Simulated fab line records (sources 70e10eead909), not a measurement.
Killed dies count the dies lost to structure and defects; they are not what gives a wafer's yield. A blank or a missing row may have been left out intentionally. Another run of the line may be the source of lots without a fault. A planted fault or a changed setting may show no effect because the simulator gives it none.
What tool caused it? || flow nand-harc || 13 lots with 38 wafers sampled at 3 steps, on a route of 1302 steps

WHAT THE GAUGES SHOWED, per wafer
NHARC_P_M1_INSPECT_27. Usual: raw-defect-count 314, standard deviation 120.
{"lot": "L398", "measured": "day 6 04:41", "on": "defect-inspect-01", "raw-defect-count": "165 261 127", "flag": ""}
{"lot": "L399", "measured": "day 6 17:31", "on": "defect-inspect-01", "raw-defect-count": "131 332 129", "flag": ""}
{"lot": "L402", "measured": "day 8 00:33", "on": "defect-inspect-01", "raw-defect-count": "354 356 374", "flag": ""}
{"lot": "L403", "measured": "day 8 10:08", "on": "defect-inspect-01", "raw-defect-count": "628 257 435", "flag": ""}
{"lot": "L404", "measured": "day 9 00:12", "on": "defect-inspect-02", "raw-defect-count": "317 283 271", "flag": ""}
{"lot": "L406", "measured": "day 9 22:38", "on": "defect-inspect-01", "raw-defect-count": "225 156 237", "flag": ""}
{"lot": "L407", "measured": "day 10 10:41", "on": "defect-inspect-02", "raw-defect-count": "328 291 281", "flag": ""}
{"lot": "L408", "measured": "day 10 19:09", "on": "defect-inspect-01", "raw-defect-count": "382 285 645", "flag": ""}
{"lot": "L410", "measured": "day 11 10:14", "on": "defect-inspect-01", "raw-defect-count": "395 615 411", "flag": ""}
{"lot": "L415", "measured": "day 13 09:47", "on": "defect-inspect-01", "raw-defect-count": "204 357", "flag": ""}
{"lot": "L417", "measured": "day 14 12:37", "on": "defect-inspect-02", "raw-defect-count": "183 314 276", "flag": ""}
{"lot": "L420", "measured": "day 15 17:56", "on": "defect-inspect-02", "raw-defect-count": "284 494 221", "flag": ""}
{"lot": "L421", "measured": "day 16 02:29", "on": "defect-inspect-02", "raw-defect-count": "342 312 217", "flag": ""}

NHARC_P_M2_INSPECT_11. Usual: raw-defect-count 5, standard deviation 3.2.
{"lot": "L398", "measured": "day 6 06:13", "on": "defect-inspect-01", "raw-defect-count": "6 7 2", "flag": ""}
{"lot": "L399", "measured": "day 6 19:01", "on": "defect-inspect-01", "raw-defect-count": "4 5 1", "flag": ""}
{"lot": "L402", "measured": "day 8 02:04", "on": "defect-inspect-02", "raw-defect-count": "3 2 3", "flag": ""}
{"lot": "L403", "measured": "day 8 11:40", "on": "defect-inspect-01", "raw-defect-count": "3 3 3", "flag": ""}
{"lot": "L404", "measured": "day 9 01:53", "on": "defect-inspect-01", "raw-defect-count": "8 4 2", "flag": ""}
{"lot": "L406", "measured": "day 10 00:09", "on": "defect-inspect-01", "raw-defect-count": "4 6 3", "flag": ""}
{"lot": "L407", "measured": "day 10 12:20", "on": "defect-inspect-01", "raw-defect-count": "7 12 8", "flag": ""}
{"lot": "L408", "measured": "day 10 20:32", "on": "defect-inspect-02", "raw-defect-count": "4 11 4", "flag": ""}
{"lot": "L410", "measured": "day 11 11:44", "on": "defect-inspect-01", "raw-defect-count": "2 8 1", "flag": ""}
{"lot": "L415", "measured": "day 13 11:11", "on": "defect-inspect-01", "raw-defect-count": "3 6", "flag": ""}
{"lot": "L417", "measured": "day 14 14:20", "on": "defect-inspect-01", "raw-defect-count": "10 4 3", "flag": ""}
{"lot": "L420", "measured": "day 15 19:20", "on": "defect-inspect-01", "raw-defect-count": "8 4 5", "flag": ""}
{"lot": "L421", "measured": "day 16 04:00", "on": "defect-inspect-02", "raw-defect-count": "3 1 4", "flag": ""}

WHAT TOOL EACH LOT RAN ON (gives the tool, then ch and the chambers of the sampled wafers, and finally the start)
{"lot": "L398", "NHARC_P_M1_PRE_CLEAN_30": "pvd-sputter-03, day 6 04:41 or earlier"}
{"lot": "L399", "NHARC_P_M1_PRE_CLEAN_30": "pvd-sputter-01, day 6 17:31 or earlier"}
{"lot": "L402", "NHARC_P_M1_PRE_CLEAN_30": "pvd-sputter-01, day 8 00:33 or earlier"}
{"lot": "L403", "NHARC_P_M1_PRE_CLEAN_30": "pvd-sputter-01, day 8 10:08 or earlier"}
{"lot": "L404", "NHARC_P_M1_PRE_CLEAN_30": "pvd-sputter-03, day 9 00:12 or earlier"}
{"lot": "L406", "NHARC_P_M1_PRE_CLEAN_30": "pvd-sputter-01, day 9 22:38 or earlier"}
{"lot": "L407", "NHARC_P_M1_PRE_CLEAN_30": "pvd-sputter-01, day 10 10:41 or earlier"}
{"lot": "L408", "NHARC_P_M1_PRE_CLEAN_30": "pvd-sputter-02, day 10 19:09 or earlier"}
{"lot": "L410", "NHARC_P_M1_PRE_CLEAN_30": "pvd-sputter-03, day 11 10:14 or earlier"}
{"lot": "L415", "NHARC_P_M1_PRE_CLEAN_30": "pvd-sputter-02, day 13 09:47 or earlier"}
{"lot": "L417", "NHARC_P_M1_PRE_CLEAN_30": "pvd-sputter-01, day 14 12:37 or earlier"}
{"lot": "L420", "NHARC_P_M1_PRE_CLEAN_30": "pvd-sputter-02, day 15 17:56 or earlier"}
{"lot": "L421", "NHARC_P_M1_PRE_CLEAN_30": "pvd-sputter-01, day 16 02:29 or earlier"}
- NHARC_P_M1_PRE_CLEAN_30: time 30 s.

WHAT THE TOOLS THEMSELVES READ (means of the sampled wafers that have a number; where no wafer has one, the mark that the record gives instead)
NHARC_P_M1_PRE_CLEAN_30. Usual: heater-power-w 388 W, standard deviation 25.
{"lot": "L398", "tool": "pvd-sputter-03", "heater-power-w (W)": 387, "flag": ""}
{"lot": "L399", "tool": "pvd-sputter-01", "heater-power-w (W)": 378, "flag": ""}
{"lot": "L402", "tool": "pvd-sputter-01", "heater-power-w (W)": 377, "flag": ""}
{"lot": "L403", "tool": "pvd-sputter-01", "heater-power-w (W)": 390, "flag": ""}
{"lot": "L404", "tool": "pvd-sputter-03", "heater-power-w (W)": 384, "flag": ""}
{"lot": "L406", "tool": "pvd-sputter-01", "heater-power-w (W)": 361, "flag": ""}
{"lot": "L407", "tool": "pvd-sputter-01", "heater-power-w (W)": 380, "flag": ""}
{"lot": "L408", "tool": "pvd-sputter-02", "heater-power-w (W)": 428, "flag": ""}
{"lot": "L410", "tool": "pvd-sputter-03", "heater-power-w (W)": 365, "flag": ""}
{"lot": "L415", "tool": "pvd-sputter-02", "heater-power-w (W)": 428, "flag": ""}
{"lot": "L417", "tool": "pvd-sputter-01", "heater-power-w (W)": 383, "flag": ""}
{"lot": "L420", "tool": "pvd-sputter-02", "heater-power-w (W)": 405, "flag": ""}
{"lot": "L421", "tool": "pvd-sputter-01", "heater-power-w (W)": 358, "flag": ""}

THE ANSWER, worked out from the rows above alone
Rule: lot off if the mean of its wafers having a number is beyond 3 standard deviations from the usual mean. Also off: a lot with no number at a reading for which 4 or more lots have one. Where the step has rows for the other lots, those lots are counted as sound. First the gauges in route order, then the tools' own readings, where a lot's mean is used as printed above. At the first step where some lot is off, the reading lying furthest off is the one used; lots without a number count as furthest.
No lot is off on any of the readings shown, so nothing can be concluded from this.

WHAT WAS PUT IN BY THE SIMULATOR
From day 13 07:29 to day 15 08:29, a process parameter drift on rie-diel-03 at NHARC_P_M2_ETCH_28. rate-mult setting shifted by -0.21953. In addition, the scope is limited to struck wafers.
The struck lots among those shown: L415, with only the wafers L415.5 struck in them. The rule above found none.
